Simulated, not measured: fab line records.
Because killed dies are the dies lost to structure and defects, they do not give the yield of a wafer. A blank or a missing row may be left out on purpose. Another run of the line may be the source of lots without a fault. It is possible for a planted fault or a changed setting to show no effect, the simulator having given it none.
Problem report, 8D (eight disciplines) form, completed by code | flow n5-finfet | the parts of the form that need people (team, actions taken, sign-off) are left out

## 1. THE PROBLEM
Mean M2_ILD_THK at N5_BEOL_M2_THK_MEAS_01: 73.4 nm over 2 wafers in 2 lots; fault-free wafers: 78.9 nm, standard deviation 0.85. Measured from the usual mean, that is -6.5 standard deviations.
The first sign was on wafer L855.3 at day 10 01:29, on film-metro-02. At this step, 27 wafers from 9 lots have a number in the record. By rule, "out" or "out of limits" means more than 4 standard deviations away from the usual mean. All remaining wafers that have a number are taken as sound.

## 2. WHAT IT IS, AND WHAT IT ISN'T
question                    | is                | is not
which readings at this step | M2_ILD_THK        | -
which lots                  | L855, L857        | L842, L844, L845, L846, L860, L861, L862
which wafers of those lots  | L855.3, L857.3    | L855.1, L855.2, L857.2, L857.5
read on which gauges        | film-metro-02     | film-metro-01
when                        | from day 10 01:29 | up to then (14 sound wafers); but 11 sound wafers of L857, L860, L861, L862 came after

## 3. THE SUSPECTS, EACH WITH WHAT RULES IT OUT
Counting: if a tool at a process step up to the reading ran every lot that is out, it stays a suspect. Sound lots after the first of them don't rule it out here, since some wafers of a struck lot are sound.
- the gauge at N5_BEOL_M2_THK_MEAS_01: kept. All the wafers that are out were read on film-metro-02, and no step on other tools shows them out.
- rtp-anneal-02 at N5_BEOL_M1_ANNEAL_51 (time 90 s): kept. It ran every lot that is out, first L855 (day 10 00:29); its last sound lot up to then is L845 (day 8 00:14).
- pecvd-03 at N5_BEOL_M2_ILD_DEP_00 (deposits SiOC from DEMS/O2, target thk 79 nm, time 15.3 s): kept. It ran every lot that is out, first L855 (day 10 01:24); its last sound lot up to then is L845 (day 8 01:10).
rtp-anneal-02 at N5_BEOL_M1_ANNEAL_51, pecvd-03 at N5_BEOL_M2_ILD_DEP_00 and film-metro-02 at N5_BEOL_M2_THK_MEAS_01 are what is left after counting.

## 4. THE CAUSE (what the simulator had put in)
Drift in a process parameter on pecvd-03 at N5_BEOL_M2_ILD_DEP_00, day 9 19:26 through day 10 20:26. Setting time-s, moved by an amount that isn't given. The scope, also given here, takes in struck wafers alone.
Counting leaves 3 suspects; this tool is one of them.

## 5. THE CHAIN OF EFFECTS, in route order
Each row: a reading whose mean over the struck wafers that have a number lies more than 3 standard deviations from the usual. Only readings for which the record gives a usual standard deviation are gone through. hours: the time from each lot's start at the first step in this table that gives one to its start at this step, as a median over the lots. sigmas: the change in usual standard deviations.
hours | step                   | reading    | usual   | on struck wafers | change | sigmas
0     | N5_BEOL_M2_THK_MEAS_01 | M2_ILD_THK | 78.9 nm | 73.4             | -5.5   | -6.5
Later steps that measure or inspect, where all struck wafers having a row at the step show a number for every such reading and not one has moved that far: N5_BEOL_M4_RC_MEAS_101.

## 6. HOW IT WOULD HAVE BEEN CAUGHT EARLIER
In this record the first reading out of limits at a measuring or inspecting step was taken at day 10 01:29, 6 hours after the fault began at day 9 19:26.
Of the tool readings at N5_BEOL_M2_ILD_DEP_00 for which the record gives a usual standard deviation, none was out on any struck wafer, so an alarm limit of 4 standard deviations on them would not have fired.
Lots out: 2; of these, L857 started N5_BEOL_M2_ILD_DEP_00 on pecvd-03 after day 10 01:29. Putting the tool on hold at that point would have spared it.
